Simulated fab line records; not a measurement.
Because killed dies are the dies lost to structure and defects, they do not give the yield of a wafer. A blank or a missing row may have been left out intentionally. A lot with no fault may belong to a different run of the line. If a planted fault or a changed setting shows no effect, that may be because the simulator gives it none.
fab line records	flow n5_finfet
[record] lots = 10	wafers = 27	last_day = 18
route steps=1938 shown SD_EPI_P@308 ILD0@342 BEOL_M4@1111
lots that met no fault: from a run of the same line without faults
start_h: the number of hours between the record's first day and the start of the first shown wafer of the lot	wait_h: hours from the lot's prior step to this one	" same as the row above	L1.1+2: several wafers, shown together as one row	- no value, or no start given	* or withheld: withheld	< > ~ a bound
route shown NAME@n: a module of which the file shows steps, and the number in the route of the first	usual: average and standard deviation across the fault-free wafers	same: alike in all rows	chamber/n: place in a boat	sites: each site's reading	_std_site: standard deviation across them	_edge_site: the outer-site mean with the inner-site mean subtracted	radius_mm: how far each site lies from the wafer's centre	mask NAME#n: copy n	behind: the last tool/chamber to shape the wafer	hold: cause of the lot's hold/its duration in hours/its outcome	device: whichever transistor did not switch (one of n, p or np)	end of line: tests run on the same wafers once the route is complete	a step with no rows: only its recipe	killed: count of dies lost to structure and defects at first sort (not the wafer's yield)	map: a wafer's dies, marking killed ones x, the rest . and places with no die _
set.NAME: setting as actually run; set.NAME@STEP: the setting as run at that earlier step	model.NAME: the simulator's own value behind a step, which no gauge read
steps of the route over a sample of lots; a table a step, a row a wafer
services: a tool's chamber out of use, with start hour (start_h, from the record's first day; less than 0 if before it), hours out, and reason
[[steps]]
[step N5_SD_EPI_P_ETCH_37]
[recipe] chemistry = N2/H2	target = SOC	overetch_a = 1080	mask_material = SiARC	temp_c = 40	ion_energy_ev = 100	source_w = 3000	bias_w = 133	pressure_mtorr = 20	time_s = 486	n2_flow_sccm = 200	h2_flow_sccm = 200	ends = end_point
[usual] chamber_pressure_mTorr = 19.999/0.018	drypump_motor_current_A = 5.7/0.51	oes_product_au = 0.72/0.068	rf_vpp_V = 240.9/1.4	showerhead_plenum_p_Torr = 2.54/0.095	temp_c = 39.98/0.11	throttle_valve_pct = 23.8/0.33
lot.wafer	tool	chamber	start_h	wait_h	chamber_pressure_mTorr	drypump_motor_current_A	oes_product_au	rf_hours_counter_h	rf_vpp_V	showerhead_plenum_p_Torr	temp_c	throttle_valve_pct
L286.2	rie_diel-05	0	54.53	0.0	20.005	6.3	0.84	9	240.6	2.50	40.12	24.2
L286.3	"	3	"	"	19.995	5.4	0.66	190	240.2	2.52	39.87	23.6
L286.4	"	0	"	"	20.008	6.3	0.84	-	239.3	2.50	40.22	24.2
L287.1	rie_diel-03	0	62.56	0.0	19.995	5.4	0.71	105	240.8	2.56	40.00	23.7
L287.2	"	2	"	"	20.004	6.1	0.81	26	241.4	2.59	40.22	23.4
L287.5	"	3	"	"	20.017	6.1	0.60	-	238.3	2.39	39.94	24.5
L289.3	rie_diel-04	0	72.51	0.0	20.002	6.3	0.69	145	239.9	2.54	40.13	23.5
L289.5	"	1	"	"	20.029	5.4	0.81	-	240.6	2.48	40.08	24.3
L289.6	"	2	"	"	19.993	4.8	0.68	-	242.0	2.65	39.88	23.5
L292.2	rie_diel-03	2	94.67	0.0	19.988	6.2	0.79	42	242.5	2.58	39.89	23.4
L292.5	"	0	"	"	19.999	5.4	0.70	-	241.4	2.55	39.82	23.7
L292.6	"	2	"	"	19.978	6.2	0.79	-	241.8	2.58	40.03	23.4
L293.1	rie_diel-03	0	97.29	0.0	20.015	5.4	0.70	122	241.0	2.55	40.03	23.7
L293.2	"	2	"	"	19.955	6.2	0.79	43	241.3	2.58	40.16	23.4
L293.3	"	3	"	"	20.014	6.1	0.60	279	237.7	2.39	39.98	24.5
L295.2	rie_diel-04	0	114.93	0.0	19.995	6.2	0.68	155	240.4	2.54	40.04	23.5
L295.5	"	0	"	"	19.971	6.2	0.68	-	240.8	2.54	39.90	23.5
L295.6	"	1	"	"	20.006	5.4	0.78	-	240.3	2.48	39.96	24.3
L296.1	rie_diel-05	3	115.10	0.0	20.015	5.3	0.65	209	240.8	2.51	39.96	23.6
L296.3	"	2	"	"	19.999	5.4	0.80	47	243.0	2.69	40.12	24.0
L296.6	"	3	"	"	19.976	5.3	0.64	-	241.7	2.51	40.07	23.6
L303.3	rie_diel-04	0	156.85	0.0	20.007	6.2	0.67	168	240.6	2.53	40.03	23.5
L303.4	"	1	"	"	19.994	5.4	0.76	42	239.6	2.47	39.96	24.3
L304.4	rie_diel-03	3	164.07	0.0	19.998	6.1	0.85	10	242.8	2.71	40.07	24.1
L304.6	"	1	"	"	19.996	6.0	0.66	-	239.6	2.41	40.13	23.7
L306.2	rie_diel-04	2	174.54	0.0	20.017	4.7	0.66	180	242.8	2.64	39.90	23.6
L306.3	"	3	"	"	19.994	6.0	0.66	160	240.6	2.43	40.04	23.8
[step N5_SD_EPI_P_SD_RECESS_17]
[recipe] chemistry = HBr/Cl2/O2	target_depth_a = 391	bt_time_s = 3	pressure_mtorr = 10	icp_w = 800	bias_w = 112	HBr_flow_sccm = 150	Cl2_flow_sccm = 80	O2_flow_sccm = 12
[usual] chamber_pressure_mTorr = 10.000/0.0091	drypump_motor_current_A = 5.6/0.43	mfc_cl2_sccm = 79.98/0.24	oes_product_au = 1.008/0.014	throttle_valve_pct = 36.90/0.28
lot.wafer	tool	chamber	start_h	wait_h	chamber_pressure_mTorr	drypump_motor_current_A	mfc_cl2_sccm	oes_product_au	rf_hours_counter_h	throttle_valve_pct
L286.2	rie_si-05	3	55.13	0.0	10.004	5.4	80.03	0.990	100	37.35
L286.3	"	2	"	"	9.985	4.7	80.18	1.012	137	36.75
L286.4	"	1	"	"	10.005	5.4	80.15	1.029	184	36.52
L287.1	rie_si-05	0	63.15	0.0	9.992	5.9	79.44	1.011	132	37.09
L287.2	"	3	"	"	9.996	5.4	80.10	0.994	100	37.36
L287.5	"	3	"	"	10.007	5.4	79.81	0.990	-	37.34
L289.3	rie_si-01	1	73.10	0.0	10.001	5.7	79.92	1.010	36	36.60
L289.5	"	3	"	"	10.001	5.6	80.18	0.993	-	36.75
L289.6	"	0	"	"	9.986	5.9	79.85	1.033	-	37.12
L292.2	rie_si-01	1	95.27	0.0	10.003	5.7	80.07	1.013	36	36.58
L292.5	"	1	"	"	9.994	5.7	79.95	1.011	-	36.58
L292.6	"	0	"	"	10.005	5.8	79.92	1.022	-	37.11
L293.1	rie_si-05	2	97.89	0.0	10.008	4.7	80.19	1.027	138	36.75
L293.2	"	1	"	"	9.997	5.4	80.29	1.024	185	36.54
L293.3	"	0	"	"	9.988	5.9	79.88	1.010	133	37.11
L295.2	rie_si-01	3	115.53	0.0	9.973	5.6	79.90	0.986	5	36.76
L295.5	"	1	"	"	10.011	5.7	80.11	1.010	-	36.59
L295.6	"	0	"	"	10.004	5.8	79.60	1.024	-	37.11
L296.1	rie_si-03	0	115.69	0.0	10.010	4.9	80.29	0.976	68	37.24
L296.3	"	3	"	"	9.999	6.4	79.66	1.011	103	37.19
L296.6	"	3	"	"	10.012	6.4	79.73	1.011	-	37.18
L303.3	rie_si-01	1	157.44	0.0	9.981	5.7	80.27	1.009	38	36.59
L303.4	"	2	"	"	9.999	5.7	80.03	1.012	57	36.95
L304.4	rie_si-05	3	164.67	0.0	9.997	5.4	79.95	0.992	102	37.35
L304.6	"	1	"	"	9.999	5.4	79.53	1.024	-	36.54
L306.2	rie_si-05	1	175.14	0.0	10.017	5.4	79.98	1.017	186	36.55
L306.3	"	0	"	"	9.995	5.9	79.80	1.006	134	37.07
[step N5_SD_EPI_P_EPI_MEAS_23]
[recipe] mode = xrd
[usual] thk_nm = 61.0/1.2
lot.wafer	tool	chamber	start_h	wait_h	thk_nm
L286.2	film_metro-01	-	58.03	1.5	60.8
L286.3	"	-	"	"	63.0
L286.4	"	-	"	"	61.0
L287.1	film_metro-02	-	66.85	2.4	61.5
L287.2	"	-	"	"	59.7
L287.5	"	-	"	"	59.6
L289.3	film_metro-02	-	75.98	1.1	62.0
L289.5	"	-	"	"	61.3
L289.6	"	-	"	"	62.8
L292.2	film_metro-01	-	100.12	2.6	60.7
L292.5	"	-	"	"	59.7
L292.6	"	-	"	"	62.2
L293.1	film_metro-02	-	100.82	1.8	61.6
L293.2	"	-	"	"	60.1
L293.3	"	-	"	"	62.0
L296.1	film_metro-02	-	118.55	1.8	59.5
L296.3	"	-	"	"	60.4
L296.6	"	-	"	"	59.6
L295.2	film_metro-01	-	119.63	1.5	61.8
L295.5	"	-	"	"	60.9
L295.6	"	-	"	"	60.8
L303.3	film_metro-02	-	160.31	1.1	60.8
L303.4	"	-	"	"	61.6
L304.4	film_metro-02	-	168.37	1.0	60.3
L304.6	"	-	"	"	58.6
L306.2	film_metro-01	-	178.10	1.5	61.6
L306.3	"	-	"	"	62.9
[step N5_ILD0_PRECLEAN_10]
[recipe] chemistry = NF3:NH3	afs_cycles = 5	time_s = 20	temp_c = 30	sublimation_temp_c = 180	sublimation_time_s = 60	pressure_torr = 3	rf_power_w = 30
[usual] rf_power_w = 29.96/0.085	temp_c = 30.02/0.1	time_s = 20/0
lot.wafer	tool	chamber	start_h	wait_h	rf_power_w	temp_c	time_s
L286.2	remote_plasma-01	0	62.20	0.1	29.92	29.86	20
L286.3	"	0	"	"	29.89	30.08	20
L286.4	"	0	"	"	30.11	30.00	20
L287.1	remote_plasma-02	1	71.07	0.0	29.99	30.01	20
L287.2	"	1	"	"	29.94	30.11	20
L287.5	"	1	"	"	29.99	30.10	20
L289.3	remote_plasma-01	0	80.66	0.3	29.94	30.08	20
L289.5	"	0	"	"	29.92	30.15	20
L289.6	"	0	"	"	29.90	30.14	20
L292.2	remote_plasma-01	0	104.34	0.1	30.13	29.90	20
L292.5	"	0	"	"	30.11	29.90	20
L292.6	"	0	"	"	30.06	29.91	20
L293.1	remote_plasma-02	1	105.14	0.0	30.02	30.13	20
L293.2	"	1	"	"	29.96	30.21	20
L293.3	"	1	"	"	29.91	30.14	20
L296.1	remote_plasma-02	0	122.53	0.0	30.14	29.88	20
L296.3	"	0	"	"	30.03	30.16	20
L296.6	"	0	"	"	30.12	29.94	20
L295.2	remote_plasma-01	0	123.87	0.1	29.93	30.05	20
L295.5	"	0	"	"	30.00	29.93	20
L295.6	"	0	"	"	30.04	30.03	20
L303.3	remote_plasma-01	1	164.88	0.3	29.78	30.08	18.336
L303.4	"	1	"	"	29.79	30.09	18.336
L304.4	remote_plasma-01	0	174.67	0.4	29.97	29.98	18.336
L304.6	"	0	"	"	29.99	29.97	20
L306.2	remote_plasma-01	0	182.23	0.1	29.82	30.21	20
L306.3	"	0	"	"	29.91	30.08	18.336
[step N5_BEOL_M4_RC_MEAS_101]
[usual] DIBL_N = 36.5/1.4	DIBL_P = 36.6/1.6	IOFF_N = 0.160/0.024	IOFF_P = 0.217/0.029	ION_N = 674/8.7	ION_P = 464/6.5	SS_N = 71.6/0.47	SS_P = 73.4/0.57	VT_N = 250.0/2.5	VT_P = -250/3.1
lot.wafer	tool	chamber	start_h	wait_h	DIBL_N[mV/V]	DIBL_P[mV/V]	IOFF_N[nA/um]	IOFF_P[nA/um]	ION_N[uA/um]	ION_P[uA/um]	SS_N[mV/dec]	SS_P[mV/dec]	VT_N[mV]	VT_P[mV]
L286.2	prober-02	0	167.21	0.2	38.0	37.7	0.172	0.236	676	466	71.7	72.8	250.4	-248
L286.3	"	0	"	"	39.3	38.8	0.190	0.250	676	466	72.2	73.7	247.5	-247
L286.4	"	0	"	"	36.9	36.6	0.149	0.218	673	468	71.5	73.6	252.5	-250
L287.1	prober-02	0	174.07	0.0	34.3	35.8	0.140	0.193	663	465	71.6	72.8	250.5	-251
L287.2	"	0	"	"	35.2	36.7	0.143	0.203	666	461	71.8	72.6	251.5	-251
L287.5	"	0	"	"	35.5	36.3	0.152	0.208	671	462	71.7	73.3	249.1	-249
L289.3	prober-02	0	193.68	0.3	34.9	35.5	0.155	0.228	680	471	71.6	73.5	249.3	-249
L289.5	"	0	"	"	33.5	33.6	0.128	0.191	667	466	71.3	72.9	252.2	-252
L289.6	"	0	"	"	35.1	36.0	0.159	0.224	687	471	72.0	73.1	249.7	-247
L292.2	prober-01	0	212.97	0.2	36.2	36.6	0.161	0.244	670	472	71.7	74.0	248.0	-245
L292.5	"	0	"	"	35.4	34.5	0.140	0.202	670	462	71.5	72.5	250.6	-246
L292.6	"	0	"	"	36.4	37.0	0.168	0.238	679	470	71.6	73.5	248.6	-246
L293.1	prober-01	0	216.01	0.0	38.3	38.1	0.188	0.269	683	473	71.7	74.7	248.0	-245
L293.2	"	0	"	"	35.9	33.7	0.130	0.193	663	467	71.6	72.2	253.9	-249
L293.3	"	0	"	"	37.5	36.4	0.166	0.238	663	462	72.2	73.8	250.4	-250
L296.1	prober-02	0	218.91	0.2	38.4	37.1	0.194	0.234	675	462	71.9	73.4	245.2	-250
L296.3	"	0	"	"	37.3	36.7	0.182	0.243	687	467	71.9	74.1	248.5	-250
L296.6	"	0	"	"	37.9	36.9	0.184	0.232	680	469	71.9	73.7	245.5	-251
L295.2	prober-02	0	234.03	0.2	36.5	33.8	0.151	0.192	676	461	71.2	72.1	250.4	-251
L295.5	"	0	"	"	36.8	35.0	0.151	0.203	678	468	71.1	73.8	249.4	-251
L295.6	"	0	"	"	37.5	35.5	0.163	0.220	677	466	71.2	73.2	249.3	-248
L303.3	prober-02	0	270.46	0.3	35.3	34.2	0.112	0.167	653	454	71.0	72.3	253.4	-255
L303.4	"	0	"	"	36.1	35.6	0.127	0.185	663	462	71.2	73.1	254.9	-252
L304.4	prober-01	0	278.41	0.5	36.7	38.8	0.167	0.226	666	463	72.0	74.2	249.4	-253
L304.6	"	0	"	"	35.0	36.9	0.146	0.194	672	460	71.7	73.3	250.6	-252
L306.2	prober-01	0	294.65	0.2	35.5	34.9	0.131	0.190	667	456	71.3	72.5	253.4	-251
L306.3	"	0	"	"	34.7	33.0	0.125	0.175	667	465	71.0	72.0	252.4	-250
[[services]]
tool	chamber	start_h	hours	kind
rie_si-03	1	42.50	6.6	repair
rie_si-01	0	43.03	8.7	repair
rie_si-01	3	43.63	6.1	repair
rie_si-05	-	50.45	2.0	repair
rie_diel-05	1	53.03	12.9	repair
rie_diel-03	-	57.84	2.8	pm
rie_si-05	0	69.11	4.8	repair
rie_diel-03	3	69.26	7.2	repair
rie_diel-04	-	86.96	1.0	repair
rie_diel-05	2	91.74	2.1	repair
rie_diel-03	3	114.50	-	clean
rie_diel-03	3	114.50	-	consumable_replace:focus_ring
rie_diel-03	3	114.50	-	consumable_replace:showerhead
rie_diel-03	3	114.50	19.1	scheduled_down
rie_diel-03	3	114.50	19.1	vent_cycle
rie_diel-04	3	158.32	14.6	repair
remote_plasma-01	-	163.10	0.2	repair
rie_diel-03	2	166.17	6.7	repair
rie_si-05	-	169.91	4.2	repair
[[key]]
[first_sign] step = N5_ILD0_PRECLEAN_10	reading = time_s	direction = down	sigmas = 99+	usual = *	struck = *
effect none on later readings
met_at N5_ILD0_PRECLEAN_10
struck_lots L303,L304,L306
struck_wafers L303.3,L303.4,L304.4,L306.3
not_acting_at N5_SD_EPI_P_ETCH_37,N5_SD_EPI_P_SD_RECESS_17,N5_SD_EPI_P_EPI_MEAS_23
onset_between 123.87 164.88
[fault] kind = process_parameter_drift	tool = remote_plasma-01	chamber = -	onset_h = 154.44	steps = N5_ILD0_PRECLEAN_10	channel = time_s	offset = *	shape = step	end_h = 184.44	scope = struck_wafers_only	acts_in = *	stated = *
